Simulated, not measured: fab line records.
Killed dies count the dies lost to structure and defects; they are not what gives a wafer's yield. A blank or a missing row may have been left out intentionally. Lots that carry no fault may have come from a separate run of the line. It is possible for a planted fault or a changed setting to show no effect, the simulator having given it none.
Lot-split experiment + flow n5Finfet + 39 wafers read from 7 lots, route of 1938 steps

THE SPLIT
At N5_BEOL_M4_PECVD_72 (deposits SiO2 from TEOS/O2, target thk 16 nm, time 18 s), the setting timeS was moved away from the recipe's 18 s on 12 of the 39 wafers read, by +18.3% to +57.2%. For the rest of the wafers, this setting stayed at what the recipe calls for.

Reading taken at the split's own step.

THE READING
SiO2_of_BEOL_M4_PECVD_72.thkNm (the simulator's own value, which no gauge read), in nm, at N5_BEOL_M4_PECVD_72 (deposits SiO2 from TEOS/O2, target thk 16 nm, time 18 s). No usual value for it is given in the file. Average 16.1 nm, standard deviation 0.27 nm, over the 27 wafers here run with the recipe.

| wafer  | tool, chamber at the split | timeS as run, s | against the recipe | SiO2_of_BEOL_M4_PECVD_72.thkNm, nm | against lot-mates on the recipe |
|--------|----------------------------|-----------------|--------------------|------------------------------------|---------------------------------|
| L077.1 | pecvd-01, 0                | 18              | recipe             | 16                                 | -                               |
| L077.2 | pecvd-01, 2,1              | 26.9            | +49.4%             | 23.6                               | +7.4                            |
| L077.3 | pecvd-01, 2,1              | 26.9            | +49.4%             | 23.6                               | +7.4                            |
| L077.4 | pecvd-01, 2                | 18              | recipe             | 16.4                               | -                               |
| L077.5 | pecvd-01, 0                | 18              | recipe             | 16.2                               | -                               |
| L077.6 | pecvd-01, 1                | 26.9            | +49.4%             | 24                                 | +7.8                            |
| L080.3 | pecvd-01, 0                | 18              | recipe             | 15.8                               | -                               |
| L080.4 | pecvd-01, 1,2              | 18              | recipe             | 16.4                               | -                               |
| L080.6 | pecvd-01, 1,2              | 18              | recipe             | 16.4                               | -                               |
| L081.1 | pecvd-02, 1,0              | 18              | recipe             | 15.8                               | -                               |
| L081.2 | pecvd-02, 1,0              | 18              | recipe             | 15.8                               | -                               |
| L081.3 | pecvd-02, 2,0,2            | 18              | recipe             | 16.4                               | -                               |
| L081.4 | pecvd-02, 2,0,2            | 18              | recipe             | 16.4                               | -                               |
| L081.6 | pecvd-02, 2,0,2            | 18              | recipe             | 16.4                               | -                               |
| L081.5 | pecvd-02, 1                | 18              | recipe             | 16.2                               | -                               |
| L088.1 | pecvd-01, 2,0              | 18              | recipe             | 16                                 | -                               |
| L088.3 | pecvd-01, 2,0              | 18              | recipe             | 16                                 | -                               |
| L088.2 | pecvd-01, 1                | 18              | recipe             | 15.8                               | -                               |
| L088.4 | pecvd-01, 0,1              | 18              | recipe             | 16.4                               | -                               |
| L088.6 | pecvd-01, 0,1              | 18              | recipe             | 16.4                               | -                               |
| L088.5 | pecvd-01, 2                | 18              | recipe             | 16.2                               | -                               |
| L090.1 | pecvd-01, 0,1              | 18              | recipe             | 15.6                               | -                               |
| L090.3 | pecvd-01, 0,1              | 18              | recipe             | 15.6                               | -                               |
| L090.2 | pecvd-01, 2                | 28.29           | +57.2%             | 24.6                               | +8.9                            |
| L090.4 | pecvd-01, 0                | 28.29           | +57.2%             | 24.8                               | +9.1                            |
| L090.5 | pecvd-01, 2                | 18              | recipe             | 16                                 | -                               |
| L090.6 | pecvd-01, 1                | 28.29           | +57.2%             | 25                                 | +9.3                            |
| L096.1 | pecvd-01, 1,2              | 21.29           | +18.3%             | 18.8                               | +2.7                            |
| L096.4 | pecvd-01, 1,2              | 21.29           | +18.3%             | 18.8                               | +2.7                            |
| L096.2 | pecvd-01, 2                | 21.29           | +18.3%             | 18.6                               | +2.5                            |
| L096.3 | pecvd-01, 1,2              | 18              | recipe             | 16                                 | -                               |
| L096.5 | pecvd-01, 1,2              | 18              | recipe             | 16                                 | -                               |
| L096.6 | pecvd-01, 1                | 18              | recipe             | 16.2                               | -                               |
| L097.1 | pecvd-02, 1,2              | 23.22           | +29.0%             | 20.6                               | +4.3                            |
| L097.2 | pecvd-02, 1,2              | 23.22           | +29.0%             | 20.6                               | +4.3                            |
| L097.3 | pecvd-02, 0,1              | 18              | recipe             | 16.2                               | -                               |
| L097.4 | pecvd-02, 0,1              | 18              | recipe             | 16.2                               | -                               |
| L097.5 | pecvd-02, 0                | 18              | recipe             | 16.6                               | -                               |
| L097.6 | pecvd-02, 2                | 23.22           | +29.0%             | 21                                 | +4.7                            |
When a row names more than one chamber, that row covers several wafers, and the file does not tell which wafer ran in which chamber.

THE FIT
A straight line over all 39 wafers: SiO2_of_BEOL_M4_PECVD_72.thkNm changes by +0.153 nm for each +1% of timeS; r = +1.00; the points scatter about the line by 0.26 nm.
The same after taking each lot's own level away (the mean of its wafers on the recipe; 39 wafers): +0.155 nm for each +1%; r = +1.00; scatter 0.23 nm.
According to that fit, moving timeS by its largest amount changes the reading by 8.9 nm.
The lots' own levels span 15.73 to 16.33 nm, that is 2.2 times the standard deviation above.
Hence the lot-to-lot level has little effect on the slope; both slopes agree.
Check: +8.86 nm against its lot-mates is what the line predicts for one of the wafers moved furthest among these (+57.2%) when that wafer is left out of the fit. It came out at +8.87 nm against them.

OTHER SPLITS APPLIED TO THESE WAFERS
These wafers also went through other splits before the reading. Each is held against what the fit with the lots' levels taken away leaves over:
| other split on the same wafers       | wafers away from the commonest value | r with SiO2_of_BEOL_M4_PECVD_72.thkNm (lot level and that fit taken away) |
|--------------------------------------|--------------------------------------|---------------------------------------------------------------------------|
| N5_ZERO_LAYER_PECVD_02 timeS         | 15                                   | -0.09                                                                     |
| N5_FIN_SAQP_PECVD_06 timeS           | 18                                   | -0.03                                                                     |
| N5_HKMG_FIN_DEVELOP_11 developTimeS  | 18                                   | +0.01                                                                     |
| N5_MOL_CONTACT_COAG_ALD_27 aldCycles | 18                                   | -0.03                                                                     |

FILE'S OWN FIT
SiO2_of_BEOL_M4_PECVD_72.thkNm changes by +0.155 nm for each +1% of timeS, r = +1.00.
